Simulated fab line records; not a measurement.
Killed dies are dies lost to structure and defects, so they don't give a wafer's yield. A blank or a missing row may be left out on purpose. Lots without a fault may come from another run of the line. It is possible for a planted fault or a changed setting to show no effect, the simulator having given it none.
The tool behind it: which one? || flow n5-finfet || Sampling: 14 lots, 42 wafers, 4 of 1938 route steps

WHAT THE GAUGES READ, wafer by wafer
No reading from a measuring or inspecting step in the record can be judged against a usual standard deviation.

WHICH TOOL RAN EACH LOT (tool, then ch and the chambers of the sampled wafers, then the start)
{"lot": "L417", "N5_BEOL_M6_ANNEAL_51": "rtp-anneal-01 ch 0, day 10 14:46", "N5_BEOL_M7_ILD_DEP_00": "pecvd-04 ch 0,1,2, day 10 15:37", "N5_BEOL_M7_PECVD_70": "pecvd-04 ch 1,2, day 10 16:14", "N5_BEOL_M7_PEB_09": "litho-track-05 ch 0, day 10 17:50"}
{"lot": "L420", "N5_BEOL_M6_ANNEAL_51": "rtp-anneal-02 ch 0, day 11 19:47", "N5_BEOL_M7_ILD_DEP_00": "pecvd-04 ch 0,2, day 11 20:35", "N5_BEOL_M7_PECVD_70": "pecvd-02 ch 0,1, day 11 21:11", "N5_BEOL_M7_PEB_09": "litho-track-05 ch 0, day 11 21:57"}
{"lot": "L421", "N5_BEOL_M6_ANNEAL_51": "rtp-anneal-02 ch 0, day 12 01:23", "N5_BEOL_M7_ILD_DEP_00": "pecvd-04 ch 0,1,2, day 12 02:30", "N5_BEOL_M7_PECVD_70": "pecvd-04 ch 0,1,2, day 12 03:09", "N5_BEOL_M7_PEB_09": "litho-track-01 ch 0, day 12 04:57"}
{"lot": "L422", "N5_BEOL_M6_ANNEAL_51": "rtp-anneal-01 ch 0, day 12 05:43", "N5_BEOL_M7_ILD_DEP_00": "pecvd-01 ch 0,1, day 12 06:47", "N5_BEOL_M7_PECVD_70": "pecvd-04 ch 1,2, day 12 07:24", "N5_BEOL_M7_PEB_09": "litho-track-02 ch 0, day 12 08:29"}
{"lot": "L423", "N5_BEOL_M6_ANNEAL_51": "rtp-anneal-02 ch 0, day 12 19:41", "N5_BEOL_M7_ILD_DEP_00": "pecvd-04 ch 1,2, day 12 20:28", "N5_BEOL_M7_PECVD_70": "pecvd-04 ch 0,2, day 12 21:05", "N5_BEOL_M7_PEB_09": "litho-track-01 ch 0, day 12 23:35"}
{"lot": "L424", "N5_BEOL_M6_ANNEAL_51": "rtp-anneal-01 ch 0, day 13 05:16", "N5_BEOL_M7_ILD_DEP_00": "pecvd-04 ch 0,1, day 13 06:04", "N5_BEOL_M7_PECVD_70": "pecvd-01 ch 0,1, day 13 06:43", "N5_BEOL_M7_PEB_09": "litho-track-05 ch 0, day 13 07:52"}
{"lot": "L426", "N5_BEOL_M6_ANNEAL_51": "rtp-anneal-02 ch 0, day 13 12:22", "N5_BEOL_M7_ILD_DEP_00": "pecvd-04 ch 1,2, day 13 13:06", "N5_BEOL_M7_PECVD_70": "pecvd-01 ch 0,1,2, day 13 13:43", "N5_BEOL_M7_PEB_09": "litho-track-05, day 13 16:01"}
{"lot": "L428", "N5_BEOL_M6_ANNEAL_51": "rtp-anneal-02 ch 0, day 13 21:34", "N5_BEOL_M7_ILD_DEP_00": "pecvd-04 ch 0,1,2, day 13 22:20", "N5_BEOL_M7_PECVD_70": "pecvd-02 ch 0,1,2, day 13 22:56", "N5_BEOL_M7_PEB_09": "litho-track-02, day 14 00:33"}
{"lot": "L433", "N5_BEOL_M6_ANNEAL_51": "rtp-anneal-01 ch 0, day 14 20:50", "N5_BEOL_M7_ILD_DEP_00": "pecvd-04 ch 0,2, day 14 21:31", "N5_BEOL_M7_PECVD_70": "pecvd-01 ch 0,1, day 14 22:10", "N5_BEOL_M7_PEB_09": "litho-track-05 ch 0, day 14 23:09"}
{"lot": "L435", "N5_BEOL_M6_ANNEAL_51": "rtp-anneal-01 ch 0, day 15 15:58", "N5_BEOL_M7_ILD_DEP_00": "pecvd-01 ch 0,2, day 15 16:45", "N5_BEOL_M7_PECVD_70": "pecvd-04 ch 0,2, day 15 17:22", "N5_BEOL_M7_PEB_09": "litho-track-01 ch 0, day 15 20:39"}
{"lot": "L436", "N5_BEOL_M6_ANNEAL_51": "rtp-anneal-01 ch 0, day 16 03:07", "N5_BEOL_M7_ILD_DEP_00": "pecvd-01 ch 0,1, day 16 03:56", "N5_BEOL_M7_PECVD_70": "pecvd-04 ch 1,2, day 16 05:02", "N5_BEOL_M7_PEB_09": "litho-track-01 ch 0, day 16 05:59"}
{"lot": "L438", "N5_BEOL_M6_ANNEAL_51": "rtp-anneal-01 ch 0, day 16 05:12", "N5_BEOL_M7_ILD_DEP_00": "pecvd-04 ch 1,2, day 16 05:56", "N5_BEOL_M7_PECVD_70": "pecvd-01 ch 0,1, day 16 06:33", "N5_BEOL_M7_PEB_09": "litho-track-02 ch 0, day 16 09:26"}
{"lot": "L439", "N5_BEOL_M6_ANNEAL_51": "rtp-anneal-02 ch 0, day 16 07:50", "N5_BEOL_M7_ILD_DEP_00": "pecvd-04 ch 0,2, day 16 08:35", "N5_BEOL_M7_PECVD_70": "pecvd-04 ch 0,1,2, day 16 09:11", "N5_BEOL_M7_PEB_09": "litho-track-02 ch 0, day 16 10:03"}
{"lot": "L440", "N5_BEOL_M6_ANNEAL_51": "rtp-anneal-02 ch 0, day 16 15:11", "N5_BEOL_M7_ILD_DEP_00": "pecvd-01 ch 0,2, day 16 16:07", "N5_BEOL_M7_PECVD_70": "pecvd-01 ch 0,2, day 16 16:59", "N5_BEOL_M7_PEB_09": "litho-track-02 ch 0, day 16 18:46"}
- N5_BEOL_M6_ANNEAL_51: time 90 s.
- N5_BEOL_M7_ILD_DEP_00: deposits SiCOH lowk from DEMS/porogen, target thk 179.75 nm, time 33.4 s.
- N5_BEOL_M7_PECVD_70: deposits SiO2 from TEOS/O2, target thk 20 nm, time 22.7 s.
- N5_BEOL_M7_PEB_09: peb time 60 s.

WHAT THE TOOLS THEMSELVES READ (means of the sampled wafers that have a number; where no wafer has one, the mark that the record gives instead)
N5_BEOL_M6_ANNEAL_51.
{"lot": "L417", "tool": "rtp-anneal-01", "wafer_temp_C_max": 226.09}
{"lot": "L420", "tool": "rtp-anneal-02", "wafer_temp_C_max": 226.04}
{"lot": "L421", "tool": "rtp-anneal-02", "wafer_temp_C_max": 225.67}
{"lot": "L422", "tool": "rtp-anneal-01", "wafer_temp_C_max": 225.68}
{"lot": "L423", "tool": "rtp-anneal-02", "wafer_temp_C_max": 225.96}
{"lot": "L424", "tool": "rtp-anneal-01", "wafer_temp_C_max": 225.76}
{"lot": "L426", "tool": "rtp-anneal-02", "wafer_temp_C_max": 226.05}
{"lot": "L428", "tool": "rtp-anneal-02", "wafer_temp_C_max": 226.16}
{"lot": "L433", "tool": "rtp-anneal-01", "wafer_temp_C_max": 226.01}
{"lot": "L435", "tool": "rtp-anneal-01", "wafer_temp_C_max": 225.87}
{"lot": "L436", "tool": "rtp-anneal-01", "wafer_temp_C_max": 226.07}
{"lot": "L438", "tool": "rtp-anneal-01", "wafer_temp_C_max": 225.85}
{"lot": "L439", "tool": "rtp-anneal-02", "wafer_temp_C_max": 225.66}
{"lot": "L440", "tool": "rtp-anneal-02", "wafer_temp_C_max": 225.93}

N5_BEOL_M7_ILD_DEP_00.
{"lot": "L417", "tool": "pecvd-04", "heater-power-w (W)": 357, "showerhead-plenum-p-Torr (Torr)": 5.734, "throttle-valve-pct (%)": 13.8}
{"lot": "L420", "tool": "pecvd-04", "heater-power-w (W)": 381, "showerhead-plenum-p-Torr (Torr)": 5.748, "throttle-valve-pct (%)": 13.6}
{"lot": "L421", "tool": "pecvd-04", "heater-power-w (W)": 352, "showerhead-plenum-p-Torr (Torr)": 5.741, "throttle-valve-pct (%)": 13.5}
{"lot": "L422", "tool": "pecvd-01", "heater-power-w (W)": 311, "showerhead-plenum-p-Torr (Torr)": 5.750, "throttle-valve-pct (%)": 14.1}
{"lot": "L423", "tool": "pecvd-04", "heater-power-w (W)": 337, "showerhead-plenum-p-Torr (Torr)": 5.729, "throttle-valve-pct (%)": 13.1}
{"lot": "L424", "tool": "pecvd-04", "heater-power-w (W)": 288, "showerhead-plenum-p-Torr (Torr)": 5.727, "throttle-valve-pct (%)": 13.6}
{"lot": "L426", "tool": "pecvd-04", "heater-power-w (W)": 393, "showerhead-plenum-p-Torr (Torr)": 5.738, "throttle-valve-pct (%)": 13.4}
{"lot": "L428", "tool": "pecvd-04", "heater-power-w (W)": 349, "showerhead-plenum-p-Torr (Torr)": 5.746, "throttle-valve-pct (%)": 13.7}
{"lot": "L433", "tool": "pecvd-04", "heater-power-w (W)": 367, "showerhead-plenum-p-Torr (Torr)": 5.753, "throttle-valve-pct (%)": 14.1}
{"lot": "L435", "tool": "pecvd-01", "heater-power-w (W)": 326, "showerhead-plenum-p-Torr (Torr)": 5.745, "throttle-valve-pct (%)": 13.2}
{"lot": "L436", "tool": "pecvd-01", "heater-power-w (W)": 278, "showerhead-plenum-p-Torr (Torr)": 5.774, "throttle-valve-pct (%)": 14.7}
{"lot": "L438", "tool": "pecvd-04", "heater-power-w (W)": 352, "showerhead-plenum-p-Torr (Torr)": 5.733, "throttle-valve-pct (%)": 13.3}
{"lot": "L439", "tool": "pecvd-04", "heater-power-w (W)": 332, "showerhead-plenum-p-Torr (Torr)": 5.752, "throttle-valve-pct (%)": 14.2}
{"lot": "L440", "tool": "pecvd-01", "heater-power-w (W)": 330, "showerhead-plenum-p-Torr (Torr)": 5.749, "throttle-valve-pct (%)": 13.0}

N5_BEOL_M7_PECVD_70.
{"lot": "L417", "tool": "pecvd-04", "heater-power-w (W)": 726, "showerhead-plenum-p-Torr (Torr)": 8.74, "throttle-valve-pct (%)": 21.4}
{"lot": "L420", "tool": "pecvd-02", "heater-power-w (W)": 655, "showerhead-plenum-p-Torr (Torr)": 8.79, "throttle-valve-pct (%)": 22.5}
{"lot": "L421", "tool": "pecvd-04", "heater-power-w (W)": 822, "showerhead-plenum-p-Torr (Torr)": 8.80, "throttle-valve-pct (%)": 22.0}
{"lot": "L422", "tool": "pecvd-04", "heater-power-w (W)": 894, "showerhead-plenum-p-Torr (Torr)": 8.79, "throttle-valve-pct (%)": 21.6}
{"lot": "L423", "tool": "pecvd-04", "heater-power-w (W)": 819, "showerhead-plenum-p-Torr (Torr)": 8.87, "throttle-valve-pct (%)": 22.1}
{"lot": "L424", "tool": "pecvd-01", "heater-power-w (W)": 638, "showerhead-plenum-p-Torr (Torr)": 8.86, "throttle-valve-pct (%)": 22.6}
{"lot": "L426", "tool": "pecvd-01", "heater-power-w (W)": 729, "showerhead-plenum-p-Torr (Torr)": 8.89, "throttle-valve-pct (%)": 22.2}
{"lot": "L428", "tool": "pecvd-02", "heater-power-w (W)": 731, "showerhead-plenum-p-Torr (Torr)": 8.80, "throttle-valve-pct (%)": 22.5}
{"lot": "L433", "tool": "pecvd-01", "heater-power-w (W)": 732, "showerhead-plenum-p-Torr (Torr)": 8.86, "throttle-valve-pct (%)": 22.7}
{"lot": "L435", "tool": "pecvd-04", "heater-power-w (W)": 735, "showerhead-plenum-p-Torr (Torr)": 8.84, "throttle-valve-pct (%)": 22.8}
{"lot": "L436", "tool": "pecvd-04", "heater-power-w (W)": 735, "showerhead-plenum-p-Torr (Torr)": 8.74, "throttle-valve-pct (%)": 21.4}
{"lot": "L438", "tool": "pecvd-01", "heater-power-w (W)": 754, "showerhead-plenum-p-Torr (Torr)": 8.86, "throttle-valve-pct (%)": 22.5}
{"lot": "L439", "tool": "pecvd-04", "heater-power-w (W)": 754, "showerhead-plenum-p-Torr (Torr)": 8.79, "throttle-valve-pct (%)": 22.0}
{"lot": "L440", "tool": "pecvd-01", "heater-power-w (W)": 754, "showerhead-plenum-p-Torr (Torr)": 8.83, "throttle-valve-pct (%)": 21.0}

N5_BEOL_M7_PEB_09.
{"lot": "L417", "tool": "litho-track-05", "chill-plate-temp-C (C)": 22.85, "exhaust-pa (Pa)": 44.2}
{"lot": "L420", "tool": "litho-track-05", "chill-plate-temp-C (C)": 23.03, "exhaust-pa (Pa)": 45.3}
{"lot": "L421", "tool": "litho-track-01", "chill-plate-temp-C (C)": 23.05, "exhaust-pa (Pa)": 42.7}
{"lot": "L422", "tool": "litho-track-02", "chill-plate-temp-C (C)": 22.89, "exhaust-pa (Pa)": 44.6}
{"lot": "L423", "tool": "litho-track-01", "chill-plate-temp-C (C)": 23.08, "exhaust-pa (Pa)": 45.6}
{"lot": "L424", "tool": "litho-track-05", "chill-plate-temp-C (C)": 23.02, "exhaust-pa (Pa)": 46.2}
{"lot": "L426", "tool": "litho-track-05", "chill-plate-temp-C (C)": "-", "exhaust-pa (Pa)": "-"}
{"lot": "L428", "tool": "litho-track-02", "chill-plate-temp-C (C)": "-", "exhaust-pa (Pa)": "-"}
{"lot": "L433", "tool": "litho-track-05", "chill-plate-temp-C (C)": 23.02, "exhaust-pa (Pa)": 45.5}
{"lot": "L435", "tool": "litho-track-01", "chill-plate-temp-C (C)": 23.04, "exhaust-pa (Pa)": 43.8}
{"lot": "L436", "tool": "litho-track-01", "chill-plate-temp-C (C)": 22.85, "exhaust-pa (Pa)": 44.9}
{"lot": "L438", "tool": "litho-track-02", "chill-plate-temp-C (C)": 22.98, "exhaust-pa (Pa)": 44.1}
{"lot": "L439", "tool": "litho-track-02", "chill-plate-temp-C (C)": 22.96, "exhaust-pa (Pa)": 44.1}
{"lot": "L440", "tool": "litho-track-02", "chill-plate-temp-C (C)": 23.03, "exhaust-pa (Pa)": 45.5}

THE ANSWER, worked out from the rows above alone
Rule: the lots themselves supply what counts as usual. The widest of any qualifying gaps counts: lots, ordered by their means at a reading, are off when they make up no more than a third of the lots, leave a main group of 4 or more, and stand apart from it by 3 or more times the standard deviation of that group's means. If all means in a main group match to the digits the tables above print for the reading, that group is not used. A lot without any number at a reading at which 4 lots or more have one is off too. The other lots that the step has rows for count as sound. Order of review: gauges by route order, followed by the tools' own readings, for which a lot's mean as printed above is used. At the first step where some lot is off, the reading lying furthest off is the one used; lots without a number count as furthest.
Off, at N5_BEOL_M7_PEB_09 on chill-plate-temp-C: L426, L428. Without a number there: L426, L428. The main group has a mean of 22.98 C with a standard deviation of 0.076.
A tool fits if, at that step or a process step before it, it ran every lot that is off, and no sound lot after the first of them. Not one of the candidates tried fits.

WHAT HAD BEEN PUT IN BY THE SIMULATOR
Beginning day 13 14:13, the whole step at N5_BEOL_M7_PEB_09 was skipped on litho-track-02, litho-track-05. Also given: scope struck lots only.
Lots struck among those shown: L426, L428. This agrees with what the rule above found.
